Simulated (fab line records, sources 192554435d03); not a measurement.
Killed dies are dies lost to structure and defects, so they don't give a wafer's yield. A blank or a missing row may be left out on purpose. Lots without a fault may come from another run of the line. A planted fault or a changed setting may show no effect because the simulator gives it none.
Which tool did it? | flow n5_finfet | 8 lots, 24 wafers sampled, at 7 steps of a route of 1938

WHAT THE GAUGES READ, wafer by wafer
N5_GATE_CUT_THK_MEAS_24. Usual: GC_FILL_THK 220.3 nm, standard deviation 1.9.
lot  | measured     | on            | GC_FILL_THK (nm)  | flag
L326 | day 4 15:30  | film_metro-01 | 220.8 219.3 219.6 |
L333 | day 6 08:28  | film_metro-02 | 218.5 220.0 220.9 |
L334 | day 6 17:04  | film_metro-01 | 222.9 220.0 224.2 |
L339 | day 7 22:36  | film_metro-02 | 295.3 295.9 297.5 | OFF
L341 | day 8 08:38  | film_metro-02 | 289.6 289.3 290.0 | OFF
L343 | day 8 18:59  | film_metro-02 | 220.0 218.2 222.1 |
L347 | day 9 21:05  | film_metro-01 | 222.6 221.7 224.0 |
L348 | day 10 04:22 | film_metro-01 | 217.4 219.2 219.5 |

N5_BEOL_M4_RC_MEAS_101. Usual: DIBL_N 36.3 mV/V, standard deviation 1.1; DIBL_P 36.3 mV/V, standard deviation 1.4; IOFF_N 0.155 nA/um, standard deviation 0.019; IOFF_P 0.211 nA/um, standard deviation 0.027; ION_N 672 uA/um, standard deviation 8.5; ION_P 462 uA/um, standard deviation 5.8; SS_N 71.5 mV/dec, standard deviation 0.56; SS_P 73.3 mV/dec, standard deviation 0.52; VT_N 249.9 mV, standard deviation 2.5; VT_P -249.8 mV, standard deviation 2.8.
lot  | measured     | on        | DIBL_N (mV/V)  | DIBL_P (mV/V)  | IOFF_N (nA/um)    | IOFF_P (nA/um)    | ION_N (uA/um) | ION_P (uA/um) | SS_N (mV/dec)  | SS_P (mV/dec)  | VT_N (mV)         | VT_P (mV)            | flag
L326 | day 9 04:07  | prober-01 | 39.0 36.3 36.8 | 37.5 36.0 35.1 | 0.173 0.139 0.135 | 0.234 0.203 0.192 | 668 675 670   | 458 463 453   | 72.5 70.9 72.2 | 74.6 73.4 73.6 | 250.1 250.3 253.8 | -247.6 -250.4 -255.3 |
L333 | day 13 01:34 | prober-02 | 36.7 37.7 36.1 | 37.0 37.7 34.9 | 0.177 0.182 0.156 | 0.217 0.223 0.183 | 689 677 670   | 466 459 456   | 71.6 72.3 71.0 | 74.0 73.2 73.2 | 250.4 245.9 249.7 | -248.3 -247.1 -251.6 |
L334 | day 17 15:38 | prober-02 | 35.6 35.7 36.2 | 35.6 36.2 36.6 | 0.134 0.138 0.144 | 0.184 0.190 0.195 | 670 664 668   | 460 463 461   | 71.4 71.3 71.4 | 73.3 72.7 73.2 | 250.1 251.8 250.7 | -253.3 -253.4 -251.7 |
L339 | day 15 10:38 | prober-01 | 36.8 34.9 37.2 | 37.0 35.0 37.4 | 0.144 0.116 0.153 | 0.238 0.204 0.250 | 663 650 665   | 460 455 460   | 72.3 71.6 72.1 | 73.7 72.6 73.7 | 251.8 257.1 251.9 | -247.6 -250.4 -248.8 |
L341 | day 17 07:19 | prober-01 | 35.9 34.9 35.3 | 36.9 36.0 36.3 | 0.156 0.146 0.161 | 0.221 0.203 0.217 | 670 679 665   | 460 467 463   | 70.8 71.2 71.5 | 73.5 73.0 72.8 | 250.6 247.6 248.6 | -248.0 -249.4 -246.2 |
L343 | day 16 16:17 | prober-01 | 36.3 36.7 35.7 | 36.6 36.6 35.8 | 0.168 0.178 0.158 | 0.226 0.231 0.221 | 687 688 690   | 470 471 471   | 71.9 71.6 71.9 | 73.7 74.1 73.8 | 247.1 243.7 247.6 | -248.9 -246.9 -246.9 |
L347 | day 16 08:40 | prober-01 | 34.9 34.3 34.9 | 37.6 36.8 36.6 | 0.168 0.150 0.157 | 0.241 0.235 0.232 | 668 673 665   | 470 472 465   | 70.4 71.7 71.8 | 73.3 73.1 72.6 | 247.3 249.5 251.7 | -247.3 -244.4 -248.7 |
L348 | day 17 17:07 | prober-01 | 35.6 36.3 36.0 | 35.2 34.7 35.2 | 0.158 0.159 0.158 | 0.210 0.200 0.205 | 682 666 675   | 464 459 458   | 72.1 72.0 71.3 | 73.3 73.4 73.0 | 248.2 249.2 249.8 | -248.4 -250.9 -249.2 |

WHICH TOOL RAN EACH LOT (tool, then ch and the chambers of the sampled wafers, then the start)
lot  | N5_GATE_CUT_STRIP_59              | N5_GATE_CUT_HM_DEP_46          | N5_GATE_CUT_HM_OPEN_40            | N5_GATE_CUT_ETCH_47               | N5_GATE_CUT_VAPOR_ETCH_51
L326 | rie_diel-06 ch 0,1,3, day 4 09:34 | pecvd-02 ch 0,1,2, day 4 12:25 | rie_diel-03 ch 1,2,3, day 4 13:02 | rie_metal-03 ch 0,1, day 4 13:25  | rie_metal-03 ch 0,1, day 4 13:31
L333 | rie_diel-06 ch 0,1,3, day 6 02:08 | pecvd-01 ch 0,2, day 6 05:16   | rie_diel-06 ch 0,2,3, day 6 06:00 | rie_metal-03 ch 0,1, day 6 06:23  | rie_metal-03 ch 0,1, day 6 06:28
L334 | rie_diel-01 ch 1,3, day 6 11:01   | pecvd-02 ch 0,1, day 6 13:52   | rie_diel-01 ch 1,2,3, day 6 14:37 | rie_metal-03 ch 0,1, day 6 14:59  | rie_metal-03 ch 0,1, day 6 15:05
L339 | rie_diel-03 ch 0,1,2, day 7 15:55 | pecvd-02 ch 0,1, day 7 18:46   | rie_diel-06 ch 1,3, day 7 19:26   | rie_metal-02 ch 0, day 7 19:49    | rie_metal-02 ch 0, day 7 19:55
L341 | rie_diel-01 ch 1,2,3, day 8 02:37 | pecvd-02 ch 0,1,2, day 8 05:26 | rie_diel-03 ch 0,2,3, day 8 06:11 | rie_metal-02 ch 0,1, day 8 06:34  | rie_metal-02 ch 0,1, day 8 06:40
L343 | rie_diel-03 ch 1,2,3, day 8 12:56 | pecvd-01 ch 0,1, day 8 15:46   | rie_diel-03 ch 1,2,3, day 8 16:32 | rie_metal-03 ch 0,1, day 8 16:55  | rie_metal-03 ch 0,1, day 8 17:00
L347 | rie_diel-06 ch 0,1,3, day 9 15:10 | pecvd-01 ch 0,1,2, day 9 17:59 | rie_diel-03 ch 0,1, day 9 18:36   | rie_metal-01 ch 0,1, day 9 18:59  | rie_metal-01 ch 0,1, day 9 19:05
L348 | rie_diel-01 ch 0,1,3, day 9 22:21 | pecvd-01 ch 0,2, day 10 01:10  | rie_diel-03 ch 0,3, day 10 01:55  | rie_metal-01 ch 0,1, day 10 02:18 | rie_metal-01 ch 0,1, day 10 02:23
- N5_GATE_CUT_STRIP_59: strips in N2/H2, time 20 s.
- N5_GATE_CUT_HM_DEP_46: deposits SiO2 from TEOS/O2, target thk 130 nm, time 26.6 s.
- N5_GATE_CUT_HM_OPEN_40: chemistry C4F6/O2, target SiO2, target depth 139 nm, time 85.1 s.
- N5_GATE_CUT_ETCH_47: etches SiO2 in Cl2/BCl3, target depth 10 nm.
- N5_GATE_CUT_VAPOR_ETCH_51: etches HfO2 in BCl3/Cl2.

WHAT THE TOOLS THEMSELVES READ (means of the sampled wafers that have a number; where no wafer has one, the mark that the record gives instead)
N5_GATE_CUT_STRIP_59. Usual: drypump_motor_current_A 5.9 A, standard deviation 0.37; oes_product_au 0.81 a.u., standard deviation 0.087; rf_vpp_V 45.4 V, standard deviation 0.84; showerhead_plenum_p_Torr 3.37 Torr, standard deviation 0.097; throttle_valve_pct 12.17 %, standard deviation 0.22.
lot  | tool        | drypump_motor_current_A (A) | oes_product_au (a.u.) | rf_vpp_V (V) | showerhead_plenum_p_Torr (Torr) | throttle_valve_pct (%) | flag
L326 | rie_diel-06 | 6.2                         | 0.72                  | 45.9         | 3.36                            | 12.32                  |
L333 | rie_diel-06 | 6.2                         | 0.72                  | 44.9         | 3.35                            | 12.36                  |
L334 | rie_diel-01 | 5.9                         | 0.88                  | 45.2         | 3.38                            | 12.13                  |
L339 | rie_diel-03 | 5.7                         | 0.81                  | 45.1         | 3.41                            | 12.15                  |
L341 | rie_diel-01 | 5.8                         | 0.81                  | 44.9         | 3.36                            | 12.30                  |
L343 | rie_diel-03 | 5.8                         | 0.79                  | 45.8         | 3.39                            | 12.10                  |
L347 | rie_diel-06 | 6.2                         | 0.79                  | 45.1         | 3.34                            | 12.21                  |
L348 | rie_diel-01 | 5.7                         | 0.83                  | 45.3         | 3.32                            | 12.22                  |

N5_GATE_CUT_HM_DEP_46. Usual: heater_power_w 543 W, standard deviation 71; showerhead_plenum_p_Torr 8.337 Torr, standard deviation 0.029; throttle_valve_pct 18.7 %, standard deviation 0.86.
lot  | tool     | heater_power_w (W) | showerhead_plenum_p_Torr (Torr) | throttle_valve_pct (%) | flag
L326 | pecvd-02 | 504                | 8.334                           | 18.4                   |
L333 | pecvd-01 | 596                | 8.350                           | 17.8                   |
L334 | pecvd-02 | 507                | 8.354                           | 18.6                   |
L339 | pecvd-02 | 608                | 8.360                           | 18.6                   |
L341 | pecvd-02 | 517                | 8.335                           | 18.5                   |
L343 | pecvd-01 | 544                | 8.361                           | 19.2                   |
L347 | pecvd-01 | 514                | 8.362                           | 18.7                   |
L348 | pecvd-01 | 565                | 8.330                           | 19.1                   |

N5_GATE_CUT_HM_OPEN_40. Usual: drypump_motor_current_A 5.9 A, standard deviation 0.38; etch_rf_on_time_s 93.8 s, standard deviation 1.6; oes_ar_750_au 0.81 a.u., standard deviation 0.089; oes_product_au 0.73 a.u., standard deviation 0.083; rf_vpp_V 662 V, standard deviation 8; showerhead_plenum_p_Torr 2.84 Torr, standard deviation 0.086; throttle_valve_pct 20.94 %, standard deviation 0.17.
lot  | tool        | drypump_motor_current_A (A) | etch_rf_on_time_s (s) | oes_ar_750_au (a.u.) | oes_product_au (a.u.) | rf_vpp_V (V) | showerhead_plenum_p_Torr (Torr) | throttle_valve_pct (%) | flag
L326 | rie_diel-03 | 5.8                         | 92.7                  | 0.82                 | 0.74                  | 664          | 2.87                            | 20.76                  |
L333 | rie_diel-06 | 5.9                         | 94.5                  | 0.77                 | 0.70                  | 663          | 2.86                            | 20.83                  |
L334 | rie_diel-01 | 5.8                         | 93.9                  | 0.83                 | 0.76                  | 662          | 2.83                            | 21.00                  |
L339 | rie_diel-06 | 6.1                         | 147.6                 | 0.88                 | 0.88                  | 654          | 2.77                            | 20.94                  | OFF
L341 | rie_diel-03 | 6.0                         | 143.8                 | 0.85                 | 0.85                  | 662          | 2.82                            | 20.94                  | OFF
L343 | rie_diel-03 | 5.8                         | 93.9                  | 0.79                 | 0.71                  | 664          | 2.86                            | 20.79                  |
L347 | rie_diel-03 | 5.5                         | 97.2                  | 0.75                 | 0.68                  | 674          | 2.88                            | 20.87                  |
L348 | rie_diel-03 | 6.1                         | 92.6                  | 0.85                 | 0.76                  | 666          | 2.78                            | 20.98                  |

N5_GATE_CUT_ETCH_47. Usual: drypump_motor_current_A 5.6 A, standard deviation 0.32; oes_ar_750_au 0.73 a.u., standard deviation 0.078; oes_product_au 0.72 a.u., standard deviation 0.074; throttle_valve_pct 22.81 %, standard deviation 0.094.
lot  | tool         | drypump_motor_current_A (A) | oes_ar_750_au (a.u.) | oes_product_au (a.u.) | throttle_valve_pct (%) | flag
L326 | rie_metal-03 | 5.4                         | 0.79                 | 0.79                  | 22.79                  |
L333 | rie_metal-03 | 5.4                         | 0.78                 | 0.78                  | 22.78                  |
L334 | rie_metal-03 | 5.4                         | 0.78                 | 0.77                  | 22.80                  |
L339 | rie_metal-02 | 6.3                         | 0.79                 | 0.79                  | 22.81                  |
L341 | rie_metal-02 | 5.9                         | 0.68                 | 0.68                  | 22.90                  |
L343 | rie_metal-03 | 5.4                         | 0.72                 | 0.71                  | 22.76                  |
L347 | rie_metal-01 | 5.7                         | 0.67                 | 0.66                  | 22.80                  |
L348 | rie_metal-01 | 5.7                         | 0.66                 | 0.66                  | 22.80                  |

N5_GATE_CUT_VAPOR_ETCH_51. Usual: drypump_motor_current_A 5.6 A, standard deviation 0.32; oes_product_au 0.72 a.u., standard deviation 0.073.
lot  | tool         | drypump_motor_current_A (A) | oes_product_au (a.u.) | flag
L326 | rie_metal-03 | 5.4                         | 0.79                  |
L333 | rie_metal-03 | 5.4                         | 0.78                  |
L334 | rie_metal-03 | 5.4                         | 0.77                  |
L339 | rie_metal-02 | 6.2                         | 0.79                  |
L341 | rie_metal-02 | 5.9                         | 0.69                  |
L343 | rie_metal-03 | 5.4                         | 0.72                  |
L347 | rie_metal-01 | 5.7                         | 0.66                  |
L348 | rie_metal-01 | 5.7                         | 0.66                  |

THE ANSWER, worked out from the rows above alone
Rule: a lot is off if the mean of its wafers that have a number lies more than 3 standard deviations from the usual mean. A lot without any number at a reading at which 4 lots or more have one is off too. The other lots that the step has rows for count as sound. The gauges are gone through in route order, then the tools' own readings, and for those a lot's mean is taken as printed above. The first step at which some lot is off is used, and at that step the reading that is off furthest; a lot without a number counts as furthest.
Off: L339, L341, at N5_GATE_CUT_THK_MEAS_24 (GC_FILL_THK).
A tool fits if, at a process step before that reading, it ran every lot that is off, and no sound lot after the first of them. The gauges at N5_GATE_CUT_THK_MEAS_24 aren't tried: what is off there is off at N5_GATE_CUT_HM_OPEN_40 too, on other tools, and a gauge's error can't cause that. Can't be told from this: 2 tools fit, pecvd-02 at N5_GATE_CUT_HM_DEP_46, rie_metal-02 at N5_GATE_CUT_ETCH_47 and N5_GATE_CUT_VAPOR_ETCH_51.

WHAT THE SIMULATOR HAD PUT IN
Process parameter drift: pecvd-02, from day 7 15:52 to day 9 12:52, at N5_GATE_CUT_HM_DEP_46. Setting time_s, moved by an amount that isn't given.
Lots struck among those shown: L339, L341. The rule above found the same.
